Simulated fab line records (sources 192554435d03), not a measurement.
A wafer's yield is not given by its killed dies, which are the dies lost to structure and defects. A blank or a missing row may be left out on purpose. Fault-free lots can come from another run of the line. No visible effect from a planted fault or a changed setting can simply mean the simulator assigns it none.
Code-filled problem report in 8D (eight disciplines) form	flow n5Finfet	the parts of the form that need people (team, actions taken, sign-off) are left out

1. THE ISSUE
At N5_BEOL_M14_OCD_MEAS_35, trenchDepthNm averages 154 nm over 2 wafers from 2 lots, while fault-free wafers read 560 nm, standard deviation 17. Measured from the usual mean, that is -24 standard deviations.
The first sign was on wafer L713.3 at day 12 20:17, on ocd-01. Wafers with a number at this step in the record: 22, from 8 lots. By rule, "out" or "out of limits" means more than 4 standard deviations away from the usual mean. All remaining wafers that have a number are taken as sound.

2. WHAT IT IS AND WHAT IT IS NOT
question	is	is not
which readings at this step	trenchDepthNm	-
which lots	L713, L715	L712, L725, L728, L729, L731, L732
which wafers of those lots	L713.3, L715.4	L713.2, L715.1
read on which gauges	ocd-01	ocd-02
when	from day 12 20:17	up to then (4 sound wafers); but 16 sound wafers of L715, L725, L728, L729, L731, L732 came after

3. THE SUSPECTS, EACH WITH WHAT RULES IT OUT
Counting: if a tool at a process step up to the reading ran every lot that is out, it stays a suspect. Sound lots after the first of them don't rule it out here, since some wafers of a struck lot are sound.
- the gauge at N5_BEOL_M14_OCD_MEAS_35: ruled out. All the wafers that are out were read on ocd-01, but those of them that N5_BEOL_M14_THK_MEAS_50 has rows for are out there too, on other tools.
- rieDiel-04 at N5_BEOL_M14_DESCUM_33 (chemistry O2, time 7.9 s): kept. Every lot that is out went through it, the first being L713 (day 12 19:41); the last sound lot it ran before that was L712 (day 12 01:26).
- rieDiel-04 at N5_BEOL_M14_TRENCH_ETCH_34 (etches SiO2 in C4F8/O2/Ar, target depth 556.65 nm, time 126.9 s): kept. Every lot that is out went through it, the first being L713 (day 12 20:08); the last sound lot it ran before that was L712 (day 12 01:53).
What counting leaves: rieDiel-04 at N5_BEOL_M14_DESCUM_33 and rieDiel-04 at N5_BEOL_M14_TRENCH_ETCH_34.

4. THE CAUSE (what the simulator had put in)
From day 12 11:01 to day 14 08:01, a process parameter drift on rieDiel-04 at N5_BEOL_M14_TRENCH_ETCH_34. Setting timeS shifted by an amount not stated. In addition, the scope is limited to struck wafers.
2 suspects survive the count, and this tool is in that group.

5. SEQUENCE OF EFFECTS, ordered by route
Each row: a reading whose mean over the struck wafers that have a number lies more than 3 standard deviations from the usual. Only readings whose record carries a usual standard deviation are examined. hours: median over the lots of the time between each lot's start at the first step of this table that gives one and its start at this step. sigmas: the change, counted in usual standard deviations.
hours	step	reading	usual	on struck wafers	change	sigmas
0	N5_BEOL_M14_OCD_MEAS_35	trenchDepthNm	560 nm	154	-406	-24
4	N5_BEOL_M14_THK_MEAS_50	M14_THK	575 nm	156	-419	-23
4	N5_BEOL_M14_RS_MEAS_54	M14_RS	0.0330 ohm/sq	0.1286	+0.0956	+96
24	N5_PASSIVATION_PROBE_49	defectLimitedYield	91.1 %	0.0	-91.1	-65
24	N5_PASSIVATION_PROBE_49	killed_at_M4_up	13	1082	+1070	+99 or more
24	N5_PASSIVATION_PROBE_49	killedDies	105	1180	+1075	+67
24	N5_PASSIVATION_PROBE_49	killedOnRim	13	152	+139	+34
24	N5_PASSIVATION_PROBE_49	sort_bin_5_function	5.2 %	95.6	+90.4	+99 or more
24	N5_PASSIVATION_PROBE_49	sortNPass	1074	0	-1074	-63
24	N5_PASSIVATION_PROBE_49	sortYieldPct	91.0 %	0.0	-91.0	-61
Its process steps:
- N5_PASSIVATION_PROBE_49
Readings that are blank on the struck wafers while sound wafers have them: biasW at N5_BEOL_M14_TRENCH_ETCH_34.

6. HOW IT WOULD HAVE BEEN CAUGHT EARLIER
In this record the first reading out of limits at a measuring or inspecting step was taken at day 12 20:17, 9 hours after the fault began at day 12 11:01.
L715, from the lots that are out (2), started N5_BEOL_M14_TRENCH_ETCH_34 on rieDiel-04 later than day 12 20:17. Holding the tool at that time would have saved it.
